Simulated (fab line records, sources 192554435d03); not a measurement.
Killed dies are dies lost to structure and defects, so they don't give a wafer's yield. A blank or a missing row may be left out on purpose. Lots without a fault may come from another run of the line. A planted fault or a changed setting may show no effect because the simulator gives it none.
A struck lot beside a sound one | flow n5_finfet | 17 steps out of a route of 1938
Sound: wafers L839.2, L839.3, L839.4. Struck: wafer L842.4. (L842.2 of the same lot was not struck and is left out.) The cause comes at the end.
At each step with rows: each side's tool, then ch and its chambers, then its first start. Under that, the readings that differ: sound wafers | struck wafers | difference of the means | sigmas: that difference in standard deviations of wafers without a fault.
alike: readings whose means differ by less than 2 such deviations, and words and numbers that are the same on both sides. not compared: withheld readings, readings that some wafer has no value for, bounds like >300 that may hide the same value, and numbers for which the record gives no deviation and whose values overlap.
The two part at a step that has a row with sigmas, a row that says differs or no value, or rows on one side only. Numbers that don't overlap but have no deviation are shown without sigmas and don't part them. A reading that every wafer of one side lacks parts them only if that side has two wafers or more.

N5_FIN_SAQP_THK_MEAS_05:
  sound on film_metro-02, day 2 21:08; struck on film_metro-01, day 3 14:53
  alike: thk_nm
N5_FIN_SAQP_PECVD_47: deposits a-Si from SiH4/He, target thk 45 nm, time 36.3 s.
  sound on pecvd-03 ch 0,2, day 2 21:10; struck on pecvd-02 ch 0, day 3 14:55
  reading            | sound       | struck | difference | sigmas
  heater_power_w (W) | 907 917 882 | 1167   | +265       | +2
  alike: chamber_pressure_Torr, showerhead_plenum_p_Torr, throttle_valve_pct
N5_FIN_SAQP_PECVD_48: deposits SiNx from SiH4/NH3/N2, target thk 25 nm, time 22.1 s.
  sound on pecvd-03 ch 0,2, day 2 21:14; struck on pecvd-02 ch 0, day 3 14:58
  reading                      | sound             | struck | difference | sigmas
  chamber_pressure_Torr (Torr) | 1.504 1.503 1.504 | 1.497  | -0.007     | -2
  heater_power_w (W)           | 717 851 739       | 1097   | +328       | +3
  alike: showerhead_plenum_p_Torr, throttle_valve_pct
N5_FIN_SAQP_PECVD_06: deposits a-Si from SiH4/He, target thk 60 nm, time 48.1 s.
  sound on pecvd-03 ch 0,2, day 2 21:17; struck on pecvd-02 ch 0, day 3 15:00
  reading            | sound       | struck | difference | sigmas
  heater_power_w (W) | 852 932 856 | 1177   | +297       | +3
  alike: chamber_pressure_Torr, showerhead_plenum_p_Torr, throttle_valve_pct
N5_FIN_SAQP_THK_MEAS_07:
  sound on film_metro-01, day 2 21:25; struck on film_metro-02, day 3 15:05
  alike: thk_nm
N5_FIN_SAQP_HM_DEP_72: deposits SiO2 from SiH4/N2O, target thk 12 nm, time 7.2 s.
  sound on pecvd-03 ch 0,2, day 2 21:26; struck on pecvd-04 ch 1, day 3 15:08
  alike: chamber_pressure_Torr, heater_power_w, showerhead_plenum_p_Torr
then, 6 steps without rows for these wafers: N5_FIN_SAQP_COAT_49 (time 60 s, resist thk 100 nm); N5_FIN_SAQP_COAT_50 (time 60 s, resist thk 35 nm); N5_FIN_SAQP_COAT_10 (resist thk 90 nm); N5_FIN_SAQP_EBR_12; N5_FIN_SAQP_SOFTBAKE_11 (time 60 s); N5_FIN_SAQP_EXPOSE_13 (exposes mask FIN CORE, target cd 35.6 nm).
N5_FIN_SAQP_PEB_14: peb time 60 s.
  sound on litho_track-05 ch 0, day 2 21:43; struck on litho_track-03 ch 0, day 3 15:31
then, 1 step without rows for these wafers: N5_FIN_SAQP_DEVELOP_15 (develop time 30 s).
N5_FIN_SAQP_CD_MEAS_16: target cd 35.6 nm.
  sound on cd_sem-03 ch 0, day 2 21:47; struck on cd_sem-01 ch 0, day 3 15:35
  reading    | sound             | struck | difference | sigmas
  cd_nm (nm) | 35.65 35.20 35.94 | 34.72  | -0.88      | -3
N5_FIN_SAQP_OVL_MEAS_17:
  sound on overlay-02 ch 0, day 2 21:50; struck on overlay-02 ch 0, day 3 15:37
  alike: FIN_CORE_OVL
-- the record jumps here: 6 days lie between the struck wafers' starts before and after (it left off in module FIN_SAQP and takes up again in module BEOL_M4, whose first step shown is number 1111 of the route) --
N5_BEOL_M4_RC_MEAS_101:
  sound on prober-01 ch 0, day 9 06:17; struck on prober-01 ch 0, day 9 15:56
  reading       | sound          | struck | difference | sigmas
  SS_N (mV/dec) | 71.4 71.6 71.1 | 70.3   | -1.1       | -2
  alike: DIBL_N, DIBL_P, IOFF_N, IOFF_P, ION_N, ION_P, SS_P, VT_N, VT_P

WHERE THEY PART
First at N5_FIN_SAQP_PECVD_47; last, within this record, at N5_BEOL_M4_RC_MEAS_101.

WHY: what the simulator had put in
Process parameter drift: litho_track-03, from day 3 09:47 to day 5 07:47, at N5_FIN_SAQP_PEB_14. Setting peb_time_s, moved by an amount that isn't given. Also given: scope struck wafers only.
